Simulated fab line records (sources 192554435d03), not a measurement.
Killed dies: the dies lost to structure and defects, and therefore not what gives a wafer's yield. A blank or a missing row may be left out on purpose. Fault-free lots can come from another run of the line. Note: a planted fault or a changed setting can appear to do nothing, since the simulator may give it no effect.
Matching of chambers || flow n5-finfet || 4 sister chambers for N5_SDB_STRIP_21 on rie-diel-02
The step strips in CF4. 16 wafers are shown with their chamber, then 8 later ones without.

== WAFERS, EACH WITH ITS CHAMBER ==
{"wafer": "L075.4", "chamber": 3, "drypump-motor-current-A (A)": 5.9, "oes-product-au (a.u.)": 0.72, "throttle-valve-pct (%)": 13.8}
{"wafer": "L075.5", "chamber": 0, "drypump-motor-current-A (A)": 5.1, "oes-product-au (a.u.)": 0.92, "throttle-valve-pct (%)": 13.2}
{"wafer": "L075.6", "chamber": 2, "drypump-motor-current-A (A)": 6.2, "oes-product-au (a.u.)": 0.82, "throttle-valve-pct (%)": 13.5}
{"wafer": "L080.3", "chamber": 0, "drypump-motor-current-A (A)": 5.0, "oes-product-au (a.u.)": 0.90, "throttle-valve-pct (%)": 13.2}
{"wafer": "L080.4", "chamber": 3, "drypump-motor-current-A (A)": 5.9, "oes-product-au (a.u.)": 0.71, "throttle-valve-pct (%)": 13.8}
{"wafer": "L080.5", "chamber": 1, "drypump-motor-current-A (A)": 5.5, "oes-product-au (a.u.)": 0.94, "throttle-valve-pct (%)": 13.0}
{"wafer": "L082.3", "chamber": 2, "drypump-motor-current-A (A)": 6.2, "oes-product-au (a.u.)": 0.79, "throttle-valve-pct (%)": 13.5}
{"wafer": "L082.4", "chamber": 3, "drypump-motor-current-A (A)": 5.9, "oes-product-au (a.u.)": 0.71, "throttle-valve-pct (%)": 13.8}
{"wafer": "L082.5", "chamber": 0, "drypump-motor-current-A (A)": 5.0, "oes-product-au (a.u.)": 0.88, "throttle-valve-pct (%)": 13.3}
{"wafer": "L083.2", "chamber": 0, "drypump-motor-current-A (A)": 5.1, "oes-product-au (a.u.)": 0.89, "throttle-valve-pct (%)": 13.3}
{"wafer": "L083.5", "chamber": 3, "drypump-motor-current-A (A)": 6.0, "oes-product-au (a.u.)": 0.71, "throttle-valve-pct (%)": 13.8}
{"wafer": "L083.6", "chamber": 2, "drypump-motor-current-A (A)": 6.2, "oes-product-au (a.u.)": 0.81, "throttle-valve-pct (%)": 13.5}
{"wafer": "L086.1", "chamber": 2, "drypump-motor-current-A (A)": 6.2, "oes-product-au (a.u.)": 0.80, "throttle-valve-pct (%)": 13.6}
{"wafer": "L086.3", "chamber": 3, "drypump-motor-current-A (A)": 6.0, "oes-product-au (a.u.)": 0.70, "throttle-valve-pct (%)": 13.9}
{"wafer": "L086.5", "chamber": 3, "drypump-motor-current-A (A)": 5.9, "oes-product-au (a.u.)": 0.71, "throttle-valve-pct (%)": 13.9}
{"wafer": "L088.1", "chamber": 0, "drypump-motor-current-A (A)": 5.0, "oes-product-au (a.u.)": 0.87, "throttle-valve-pct (%)": 13.3}

SIGNATURES (means of the wafers above)
{"reading": "drypump-motor-current-A", "chamber 0": 5.040, "chamber 1": 5.500, "chamber 2": 6.200, "chamber 3": 5.933, "scatter within a chamber": 0.0459}
{"reading": "oes-product-au", "chamber 0": 0.8920, "chamber 1": 0.9400, "chamber 2": 0.8050, "chamber 3": 0.7100, "scatter within a chamber": 0.0135}
{"reading": "throttle-valve-pct", "chamber 0": 13.260, "chamber 1": 13.000, "chamber 2": 13.525, "chamber 3": 13.833, "scatter within a chamber": 0.0523}
Rule: for each reading, subtract the chamber's mean from the wafer's reading, divide by that reading's scatter and square the result; add these up over the readings and take the root, which gives the wafer's distance from the chamber. The wafer belongs to the nearest chamber; if the next one is less than 2 further off, it can't be placed. How the scatter is found: for the shown wafers, subtract from each reading the mean of its chamber, square and add these, divide the total by (wafers less chambers), then take the root.

== WAFERS MISSING THEIR CHAMBER ==
{"wafer": "L088.3", "drypump-motor-current-A (A)": 6.3, "oes-product-au (a.u.)": 0.79, "throttle-valve-pct (%)": 13.6}
{"wafer": "L088.4", "drypump-motor-current-A (A)": 5.9, "oes-product-au (a.u.)": 0.70, "throttle-valve-pct (%)": 13.9}
{"wafer": "L090.2", "drypump-motor-current-A (A)": 5.5, "oes-product-au (a.u.)": 0.87, "throttle-valve-pct (%)": 13.1}
{"wafer": "L090.3", "drypump-motor-current-A (A)": 5.9, "oes-product-au (a.u.)": 0.70, "throttle-valve-pct (%)": 13.9}
{"wafer": "L090.5", "drypump-motor-current-A (A)": 6.0, "oes-product-au (a.u.)": 0.70, "throttle-valve-pct (%)": 13.9}
{"wafer": "L094.1", "drypump-motor-current-A (A)": 5.5, "oes-product-au (a.u.)": 0.86, "throttle-valve-pct (%)": 13.1}
{"wafer": "L094.5", "drypump-motor-current-A (A)": 6.3, "oes-product-au (a.u.)": 0.78, "throttle-valve-pct (%)": 13.6}
{"wafer": "L094.6", "drypump-motor-current-A (A)": 5.9, "oes-product-au (a.u.)": 0.69, "throttle-valve-pct (%)": 13.9}

== WHICH CHAMBER EACH ONE RAN IN ==
{"wafer": "L088.3", "from the rows above": 2, "in truth": 2}
{"wafer": "L088.4", "from the rows above": 3, "in truth": 3}
{"wafer": "L090.2", "from the rows above": 1, "in truth": 1}
{"wafer": "L090.3", "from the rows above": 3, "in truth": 3}
{"wafer": "L090.5", "from the rows above": 3, "in truth": 3}
{"wafer": "L094.1", "from the rows above": 1, "in truth": 1}
{"wafer": "L094.5", "from the rows above": 2, "in truth": 2}
{"wafer": "L094.6", "from the rows above": 3, "in truth": 3}
8 of 8 placed correctly. Can't be placed from these rows: 0. Wrongly placed: 0.
